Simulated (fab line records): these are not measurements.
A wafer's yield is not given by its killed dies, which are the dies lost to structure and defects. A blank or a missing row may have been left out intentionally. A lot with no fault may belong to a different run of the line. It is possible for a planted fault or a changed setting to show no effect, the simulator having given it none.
fab line records + flow n5Finfet
[record]
- lots = 9
- wafers = 27
- lastDay = 17
route steps=1938 shown BEOL_M3@1013 BEOL_M4@1022
lots that met no fault: taken from a fault-free run of the same line
startH: hours from the record's first day to the start of the lot's first wafer shown + waitH: hours elapsed since this lot's preceding step + " same as the row above + L1.1+2: one row covering several wafers at once + - value missing, or start not given + * or withheld: withheld + < > ~ a bound
route shown NAME@n: a module of which the file shows steps, and the number in the route of the first + usual: mean/standard deviation of fault-free wafers + same: alike in all rows + chamber/n: place in a boat + sites: the reading at each site + _std_site: standard deviation across them + _edge_site: inner sites' mean taken away from outer sites' mean + radiusMm: for every site, how far away it sits from the centre of the wafer + mask NAME#n: copy n + behind: the tool/chamber that last shaped the wafer + hold: cause of the lot's hold/its duration in hours/its outcome + device: the n, p or np transistor that did not switch + end of line: tests run on the same wafers once the route is complete + step lacking rows: just its recipe + killed: at the first sort, the dies lost to defects and structure; wafer yield is something else + map: per-die view of a wafer (x killed, . not killed, _ where there is no die)
set.NAME: the run value of the setting; set.NAME@STEP: its run value at that earlier step + model.NAME: the simulator's own value behind a step, which no gauge read
a sample of lots followed through the steps of the route, with each step as a table and each wafer as a row
services: from which hour (startH, from the record's first day; less than 0 if before it) a tool's chamber was out of use, for how many hours, and why
[[steps]]
[step N5_BEOL_M3_CMP_52]
[recipe]
- stopOn = SiOC
- tOverpolishS = 6.8
- downForcePsi = 1
- platenRpm = 50
- clearingPlatenDownForcePsi = 1.5
- clearingPlatenRpm = 50
- postCmpClean = cuAlkaline
- targetThkNm = 40
- clearingPlatenPadVelocityMS = 0.99484
- padVelocityMS = 0.99484
[usual]
- barrierFieldEndpointS = 24.7/0.58
- headPressurePsi = 1.0000/0.0023
- motorCurrentA = 6.2/0.62
- overpolishRunS = 6.798/0.0086
- timeToEndpointS = 63.5/2.6
| lot.wafer | tool   | chamber | startH | waitH | barrierFieldEndpointS | headPressurePsi | motorCurrentA | overpolishRunS | timeToEndpointS |
|-----------|--------|---------|--------|-------|-----------------------|-----------------|---------------|----------------|-----------------|
| L978.4    | cmp-01 | 1       | 186.27 | 0.2   | 24.6                  | 0.9999          | 5.3           | 6.797          | 64.9            |
| L978.6    | "      | 3       | "      | "     | 24.2                  | 0.9999          | 5.7           | 6.785          | 58.3            |
| L978.5    | "      | 0       | "      | "     | 25.0                  | 0.9990          | 6.1           | 6.794          | 65.4            |
| L980.1    | cmp-02 | 3       | 198.89 | 0.3   | 23.6                  | 0.9975          | 6.1           | 6.794          | 61.1            |
| L980.2    | "      | 0       | "      | "     | 24.6                  | 0.9992          | 7.1           | 6.807          | 64.3            |
| L980.6    | "      | 1       | "      | "     | 25.1                  | 1.0035          | 6.3           | 6.787          | 68.5            |
| L986.1    | cmp-01 | 2       | 250.27 | 0.3   | 24.9                  | 0.9994          | 5.9           | 6.791          | 64.4            |
| L986.4    | "      | 0       | "      | "     | 25.6                  | 1.0012          | 6.0           | 6.800          | 64.7            |
| L986.5    | "      | 2       | "      | "     | 24.8                  | 0.9979          | 6.0           | 6.798          | 64.0            |
| L988.3    | cmp-03 | 3       | 252.27 | 0.3   | 24.4                  | 1.0019          | 6.0           | 6.796          | 62.7            |
| L988.6    | "      | 1       | "      | "     | 24.9                  | 0.9994          | 6.2           | 6.800          | 63.9            |
| L988.5    | "      | 2       | "      | "     | 25.9                  | 0.9995          | 5.8           | 6.801          | 67.8            |
| L990.2    | cmp-01 | 0       | 269.93 | 0.2   | 25.3                  | 1.0016          | 5.8           | 6.786          | 65.3            |
| L990.4    | "      | 2       | "      | "     | 24.7                  | 0.9995          | 6.0           | 6.806          | 65.3            |
| L990.6    | "      | 0       | "      | "     | 24.6                  | 1.0024          | 6.0           | 6.791          | 65.1            |
| L991.4    | cmp-02 | 0       | 278.85 | 0.2   | 24.0                  | 1.0013          | 6.9           | 6.812          | 60.0            |
| L991.1    | "      | 3       | "      | "     | 23.1                  | 1.0018          | 6.1           | 6.819          | 57.2            |
| L991.6    | "      | 0       | "      | "     | 23.9                  | 1.0002          | 7.2           | 6.795          | 60.7            |
| L992.2    | cmp-01 | 1       | 286.36 | 0.4   | 25.6                  | 1.0015          | 5.2           | 6.794          | 67.7            |
| L992.1    | "      | 2       | "      | "     | 25.2                  | 0.9990          | 6.0           | 6.786          | 66.3            |
| L992.6    | "      | 0       | "      | "     | 25.7                  | 1.0020          | 6.0           | 6.796          | 66.0            |
| L995.2    | cmp-02 | 0       | 295.97 | 0.2   | 24.9                  | 0.9979          | 7.2           | 6.795          | 60.8            |
| L995.3    | "      | 1       | "      | "     | 24.6                  | 1.0023          | 6.2           | 6.777          | 64.0            |
| L995.1    | "      | 3       | "      | "     | 24.0                  | 0.9996          | 6.3           | 6.801          | 59.0            |
| L994.4    | cmp-01 | 3       | 300.63 | 1.2   | 25.4                  | 1.0019          | 5.8           | 6.807          | 64.7            |
| L994.1    | "      | 0       | "      | "     | 25.4                  | 0.9977          | 5.8           | 6.800          | 67.4            |
| L994.6    | "      | 1       | "      | "     | 25.5                  | 0.9998          | 5.2           | 6.802          | 66.9            |
[step N5_BEOL_M3_PRE_CLEAN_60]
[recipe]
- gas = NH3/H2
- timeS = 15
- tempC = *
- rfPowerW = 300
[usual]
- heaterPowerW = 88/28
[same]
- timeS = 15
| lot.wafer | tool     | chamber | startH | waitH | heaterPowerW |
|-----------|----------|---------|--------|-------|--------------|
| L978.4    | cvdCo-02 | 1       | 186.55 | 0.1   | 62           |
| L978.5    | "        | 0       | "      | "     | 138          |
| L978.6    | "        | 2       | "      | "     | 74           |
| L980.1    | cvdCo-02 | 0       | 199.18 | 0.1   | 139          |
| L980.2    | "        | 2       | "      | "     | 75           |
| L980.6    | "        | 1       | "      | "     | 61           |
| L986.1    | cvdCo-01 | 0       | 250.56 | 0.0   | 75           |
| L986.4    | "        | 0       | "      | "     | 75           |
| L986.5    | "        | 1       | "      | "     | 100          |
| L988.3    | cvdCo-01 | 1       | 252.52 | 0.0   | 101          |
| L988.5    | "        | 0       | "      | "     | 75           |
| L988.6    | "        | 1       | "      | "     | 105          |
| L990.2    | cvdCo-02 | 2       | 270.26 | 0.0   | 76           |
| L990.4    | "        | 2       | "      | "     | 75           |
| L990.6    | "        | 0       | "      | "     | 138          |
| L991.1    | cvdCo-01 | 2       | 279.29 | 0.1   | 69           |
| L991.4    | "        | 1       | "      | "     | 101          |
| L991.6    | "        | 0       | "      | "     | 74           |
| L992.1    | cvdCo-02 | 1       | 286.65 | 0.0   | 63           |
| L992.2    | "        | 0       | "      | "     | 138          |
| L992.6    | "        | 2       | "      | "     | 76           |
| L995.1    | cvdCo-01 | 0       | 296.31 | 0.0   | 74           |
| L995.2    | "        | 2       | "      | "     | 70           |
| L995.3    | "        | 1       | "      | "     | 103          |
| L994.1    | cvdCo-02 | 0       | 301.70 | 0.8   | 139          |
| L994.4    | "        | 0       | "      | "     | 141          |
| L994.6    | "        | 2       | "      | "     | 75           |
[step N5_BEOL_M4_THK_MEAS_01]
[recipe]
- reads = SiOC_of_BEOL_M4_ILD_DEP_00
[usual]
- M4_ILD_THK = 79.3/1.2
| lot.wafer | tool         | chamber | startH | waitH | M4_ILD_THK[nm] |
|-----------|--------------|---------|--------|-------|----------------|
| L978.4    | filmMetro-01 | -       | 186.88 | 0.0   | 80.6           |
| L978.5    | "            | -       | "      | "     | 80.3           |
| L978.6    | "            | -       | "      | "     | 82.0           |
| L980.1    | filmMetro-02 | -       | 199.53 | 0.0   | 77.4           |
| L980.2    | "            | -       | "      | "     | 77.9           |
| L980.6    | "            | -       | "      | "     | 80.0           |
| L986.1    | filmMetro-02 | -       | 250.91 | 0.0   | 78.7           |
| L986.4    | "            | -       | "      | "     | 80.3           |
| L986.5    | "            | -       | "      | "     | 79.1           |
| L988.3    | filmMetro-02 | -       | 252.88 | 0.1   | 78.8           |
| L988.5    | "            | -       | "      | "     | 80.3           |
| L988.6    | "            | -       | "      | "     | 81.3           |
| L990.2    | filmMetro-02 | -       | 270.87 | 0.1   | 78.7           |
| L990.4    | "            | -       | "      | "     | 79.4           |
| L990.6    | "            | -       | "      | "     | 81.1           |
| L991.1    | filmMetro-02 | -       | 279.66 | 0.1   | 77.7           |
| L991.4    | "            | -       | "      | "     | 78.9           |
| L991.6    | "            | -       | "      | "     | 79.8           |
| L992.1    | filmMetro-02 | -       | 287.01 | 0.0   | 77.4           |
| L992.2    | "            | -       | "      | "     | 79.2           |
| L992.6    | "            | -       | "      | "     | 80.6           |
| L995.1    | filmMetro-01 | -       | 296.66 | 0.0   | 78.4           |
| L995.2    | "            | -       | "      | "     | 78.1           |
| L995.3    | "            | -       | "      | "     | 79.0           |
| L994.1    | filmMetro-01 | -       | 302.06 | 0.0   | 76.8           |
| L994.4    | "            | -       | "      | "     | 78.4           |
| L994.6    | "            | -       | "      | "     | 78.4           |
[step N5_BEOL_M4_ETCH_74]
[recipe]
- chemistry = N2/H2
- target = underlayer
- targetDepthA = 65
- maskMaterial = CAR-EUV
- timeS = 5.2
- ionEnergyEv = 200
- pressureMtorr = 30
- sourceW = 840
- biasW = 150
- n2FlowSccm = 200
- h2FlowSccm = 200
- ends = cleared
[usual]
- drypumpMotorCurrentA = 5.9/0.5
- etchRfOnTimeS = 5.23/0.12
- oesProductAu = 0.64/0.086
- rfVppV = 523.5/2.6
- showerheadPlenumPTorr = 2.54/0.088
- throttleValvePct = 17.83/0.24
| lot.wafer | tool       | chamber | startH | waitH | drypumpMotorCurrentA | etchRfOnTimeS | oesProductAu | rfHoursCounterH | rfVppV | showerheadPlenumPTorr | throttleValvePct |
|-----------|------------|---------|--------|-------|----------------------|---------------|--------------|-----------------|--------|-----------------------|------------------|
| L978.4    | rieDiel-04 | 1       | 188.82 | 0.0   | 6.1                  | 5.16          | 0.59         | 236             | 527.4  | 2.61                  | 17.68            |
| L978.5    | "          | 1       | "      | "     | 6.1                  | 5.12          | 0.58         | -               | 525.1  | 2.61                  | 17.66            |
| L978.6    | "          | 2       | "      | "     | 6.4                  | 5.22          | 0.59         | -               | 524.3  | 2.52                  | 18.16            |
| L980.1    | rieDiel-05 | 3       | 201.59 | 0.0   | 6.2                  | 5.32          | 0.58         | 234             | 524.8  | 2.60                  | 17.62            |
| L980.2    | "          | 0       | "      | "     | 5.8                  | 5.28          | 0.58         | 243             | 519.9  | 2.41                  | 17.88            |
| L980.6    | "          | 1       | "      | "     | 5.0                  | 5.32          | 0.60         | -               | 524.6  | 2.53                  | 17.73            |
| L986.1    | rieDiel-04 | 0       | 253.00 | 0.0   | 6.6                  | 5.39          | 0.58         | 232             | 526.6  | 2.61                  | 17.67            |
| L986.4    | "          | 0       | "      | "     | 6.6                  | 5.40          | 0.57         | -               | 524.2  | 2.61                  | 17.65            |
| L986.5    | "          | 2       | "      | "     | 6.3                  | 5.25          | 0.58         | -               | 522.4  | 2.51                  | 18.23            |
| L988.3    | rieDiel-04 | 0       | 254.85 | 0.0   | 6.6                  | 3.48          | 0.76         | -               | 524.9  | 2.61                  | 17.73            |
| L988.5    | "          | 2       | "      | "     | 6.4                  | 5.22          | 0.58         | -               | 522.7  | 2.51                  | 18.24            |
| L988.6    | "          | 0       | "      | "     | 6.6                  | 3.49          | 0.74         | -               | 524.9  | 2.61                  | 17.73            |
| L990.2    | rieDiel-04 | 3       | 272.44 | 0.0   | 6.1                  | 5.24          | 0.65         | 153             | 519.7  | 2.44                  | 17.71            |
| L990.4    | "          | 0       | "      | "     | 6.5                  | 5.33          | 0.57         | -               | 523.1  | 2.61                  | 17.71            |
| L990.6    | "          | 1       | "      | "     | 6.1                  | 3.33          | 1.08         | -               | 524.8  | 2.61                  | 17.38            |
| L991.1    | rieDiel-05 | 1       | 282.81 | 0.0   | 5.0                  | 5.33          | 0.58         | 233             | 523.4  | 2.51                  | 17.80            |
| L991.4    | "          | 0       | "      | "     | 5.9                  | 5.07          | 0.81         | -               | 530.5  | 2.73                  | 17.46            |
| L991.6    | "          | 1       | "      | "     | 5.0                  | 5.35          | 0.58         | -               | 523.8  | 2.51                  | 17.79            |
| L992.1    | rieDiel-03 | 2       | 288.37 | 0.0   | 6.0                  | 5.15          | 0.81         | 6               | 524.3  | 2.60                  | 18.10            |
| L992.2    | "          | 3       | "      | "     | 5.5                  | 5.13          | 0.71         | 81              | 522.4  | 2.48                  | 17.89            |
| L992.6    | "          | 2       | "      | "     | 6.0                  | 5.09          | 0.83         | -               | 524.6  | 2.60                  | 18.11            |
| L995.1    | rieDiel-03 | 1       | 299.66 | 0.0   | 6.6                  | 4.99          | 0.70         | 100             | 521.4  | 2.47                  | 17.64            |
| L995.2    | "          | 3       | "      | "     | 5.5                  | 5.11          | 0.71         | 84              | 521.1  | 2.48                  | 17.91            |
| L995.3    | "          | 0       | "      | "     | 5.3                  | 5.33          | 0.59         | 232             | 521.1  | 2.49                  | 17.94            |
| L994.1    | rieDiel-03 | 3       | 303.63 | 0.0   | 5.5                  | 5.18          | 0.71         | 86              | 521.7  | 2.48                  | 17.90            |
| L994.4    | "          | 2       | "      | "     | 6.0                  | 5.20          | 0.80         | 12              | 526.2  | 2.60                  | 18.10            |
| L994.6    | "          | 0       | "      | "     | 5.4                  | 5.34          | 0.58         | -               | 522.2  | 2.49                  | 17.93            |
[step N5_BEOL_M4_RC_MEAS_101]
[usual]
- DIBL_N = 36.6/1.7
- DIBL_P = 36.7/2
- IOFF_N = 0.16/0.033
- IOFF_P = 0.22/0.04
- ION_N = 673/12
- ION_P = 463/7.9
- SS_N = 71.7/0.58
- SS_P = 73.3/0.64
- VT_N = 249/3.3
- VT_P = -249/3.1
| lot.wafer | tool      | chamber | startH | waitH | DIBL_N[mV/V] | DIBL_P[mV/V] | IOFF_N[nA/um] | IOFF_P[nA/um] | ION_N[uA/um] | ION_P[uA/um] | SS_N[mV/dec] | SS_P[mV/dec] | VT_N[mV] | VT_P[mV] |
|-----------|-----------|---------|--------|-------|--------------|--------------|---------------|---------------|--------------|--------------|--------------|--------------|----------|----------|
| L978.4    | prober-02 | 0       | 195.83 | 0.5   | 35.9         | 36.8         | 0.18          | 0.22          | 673          | 455          | 71.8         | 72.9         | 247      | -251     |
| L978.5    | "         | 0       | "      | "     | 35.9         | 37.5         | 0.19          | 0.24          | 684          | 461          | 72.5         | 73.3         | 244      | -250     |
| L978.6    | "         | 0       | "      | "     | 36.2         | 36.7         | 0.20          | 0.24          | 679          | 458          | 72.3         | 73.2         | 246      | -250     |
| L980.1    | prober-02 | 0       | 212.06 | 0.0   | 37.1         | 36.4         | 0.16          | 0.18          | 672          | 451          | 71.4         | 73.4         | 251      | -255     |
| L980.2    | "         | 0       | "      | "     | 38.8         | 38.9         | 0.21          | 0.21          | 690          | 458          | 71.8         | 74.2         | 243      | -251     |
| L980.6    | "         | 0       | "      | "     | 38.6         | 37.4         | 0.19          | 0.19          | 672          | 454          | 72.3         | 73.7         | 247      | -252     |
| L986.1    | prober-01 | 0       | 266.99 | 0.0   | 35.8         | 36.1         | 0.14          | 0.21          | 670          | 464          | 71.4         | 72.9         | 253      | -250     |
| L986.4    | "         | 0       | "      | "     | 38.3         | 39.4         | 0.19          | 0.27          | 676          | 463          | 71.7         | 73.5         | 249      | -248     |
| L986.5    | "         | 0       | "      | "     | 36.5         | 37.3         | 0.16          | 0.23          | 676          | 465          | 71.3         | 73.4         | 251      | -247     |
| L988.3    | prober-01 | 0       | 279.06 | 0.3   | 38.5         | 39.1         | 0.21          | 0.25          | 695          | 472          | 71.6         | 73.3         | 244      | -249     |
| L988.5    | "         | 0       | "      | "     | 33.3         | 33.7         | 0.12          | 0.16          | 678          | 468          | 70.8         | 72.7         | 251      | -256     |
| L988.6    | "         | 0       | "      | "     | 37.5         | 38.1         | 0.19          | 0.24          | 675          | 473          | 71.2         | 73.4         | 247      | -252     |
| L990.2    | prober-02 | 0       | 282.33 | 0.2   | 34.3         | 35.1         | 0.12          | 0.18          | 663          | 460          | 70.5         | 72.7         | 253      | -251     |
| L990.4    | "         | 0       | "      | "     | 34.9         | 35.1         | 0.13          | 0.18          | 658          | 455          | 70.7         | 72.0         | 251      | -254     |
| L990.6    | "         | 0       | "      | "     | 35.1         | 35.3         | 0.13          | 0.19          | 661          | 461          | 71.6         | 73.0         | 254      | -252     |
| L991.1    | prober-01 | 0       | 296.84 | 0.0   | 37.4         | 37.5         | 0.17          | 0.25          | 671          | 462          | 71.8         | 73.2         | 251      | -248     |
| L991.4    | "         | 0       | "      | "     | 34.4         | 34.5         | 0.12          | 0.20          | 677          | 468          | 71.2         | 72.4         | 253      | -249     |
| L991.6    | "         | 0       | "      | "     | 35.0         | 34.6         | 0.13          | 0.21          | 672          | 463          | 71.5         | 72.7         | 251      | -251     |
| L992.1    | prober-02 | 0       | 302.10 | 0.0   | 38.3         | 41.5         | 0.21          | 0.27          | 694          | 478          | 72.5         | 74.8         | 247      | -251     |
| L992.2    | "         | 0       | "      | "     | 37.6         | 39.8         | 0.18          | 0.23          | 677          | 462          | 71.8         | 73.7         | 251      | -249     |
| L992.6    | "         | 0       | "      | "     | 36.4         | 38.1         | 0.16          | 0.21          | 669          | 459          | 72.8         | 74.0         | 252      | -251     |
| L995.1    | prober-01 | 0       | 308.11 | 0.0   | 35.2         | 34.2         | 0.14          | 0.21          | 664          | 461          | 71.9         | 72.5         | 250      | -246     |
| L995.2    | "         | 0       | "      | "     | 35.2         | 34.8         | 0.14          | 0.22          | 677          | 471          | 72.0         | 72.5         | 251      | -248     |
| L995.3    | "         | 0       | "      | "     | 35.2         | 34.8         | 0.14          | 0.22          | 667          | 464          | 71.6         | 72.4         | 250      | -246     |
| L994.1    | prober-02 | 0       | 313.96 | 0.0   | 36.0         | 37.2         | 0.16          | 0.20          | 664          | 458          | 71.9         | 73.5         | 247      | -250     |
| L994.4    | "         | 0       | "      | "     | 36.1         | 37.1         | 0.16          | 0.21          | 664          | 455          | 71.8         | 73.3         | 251      | -250     |
| L994.6    | "         | 0       | "      | "     | 35.2         | 37.1         | 0.15          | 0.21          | 675          | 465          | 71.7         | 73.1         | 250      | -249     |
[[services]]
| tool       | chamber | startH | hours | kind                        |
|------------|---------|--------|-------|-----------------------------|
| cvdCo-01   | -       | 169.30 | 0.6   | repair                      |
| rieDiel-05 | -       | 172.74 | 15.6  | pm                          |
| cvdCo-02   | -       | 208.14 | 2.8   | pm                          |
| cmp-02     | -       | 216.64 | 14.7  | repair                      |
| rieDiel-04 | -       | 223.43 | 2.3   | repair                      |
| cmp-01     | -       | 225.54 | 12.0  | repair                      |
| rieDiel-04 | 1       | 231.41 | -     | clean                       |
| rieDiel-04 | 1       | 231.41 | -     | consumableReplace:focusRing |
| rieDiel-04 | 1       | 231.41 | 34.0  | scheduledDown               |
| rieDiel-04 | 1       | 231.41 | 34.0  | ventCycle                   |
| cvdCo-02   | -       | 236.69 | 1.0   | repair                      |
| rieDiel-03 | 1       | 242.80 | 8.4   | repair                      |
| cmp-02     | -       | 248.48 | 4.0   | pm                          |
| rieDiel-04 | 3       | 254.77 | 12.9  | repair                      |
| cmp-03     | -       | 255.72 | 0.7   | repair                      |
| cmp-02     | -       | 259.60 | 0.7   | repair                      |
| rieDiel-04 | 2       | 268.27 | -     | clean                       |
| rieDiel-04 | 2       | 268.27 | -     | consumableReplace:focusRing |
| rieDiel-04 | 2       | 268.27 | 18.8  | scheduledDown               |
| rieDiel-04 | 2       | 268.27 | 18.8  | ventCycle                   |
| cmp-03     | -       | 284.42 | 4.0   | pm                          |
| cmp-03     | -       | 289.44 | 0.2   | repair                      |
| cmp-01     | -       | 295.21 | 4.1   | pm                          |
| cvdCo-01   | -       | 297.40 | 6.9   | pm                          |
[[key]]
[firstSign]
- step = N5_BEOL_M4_ETCH_74
- reading = etchRfOnTimeS
- direction = down
- sigmas = 14
- usual = *
- struck = *
[effect]
- step = N5_BEOL_M4_ETCH_74
- reading = oesProductAu
- direction = up
- sigmas = 2.5
- usual = 0.64
- struck = 0.86
- wafersMoved = 2
metAt N5_BEOL_M4_ETCH_74
struckLots L988,L990
struckWafers L988.3,L988.6,L990.6
notActingAt N5_BEOL_M3_CMP_52,N5_BEOL_M3_PRE_CLEAN_60,N5_BEOL_M4_THK_MEAS_01
onsetBetween 253.00 254.85
[fault]
- kind = processParameterDrift
- tool = rieDiel-04
- chamber = -
- onsetH = 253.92
- steps = N5_BEOL_M4_ETCH_74
- channel = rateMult
- offset = 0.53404
- shape = step
- endH = 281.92
- scope = struckWafersOnly
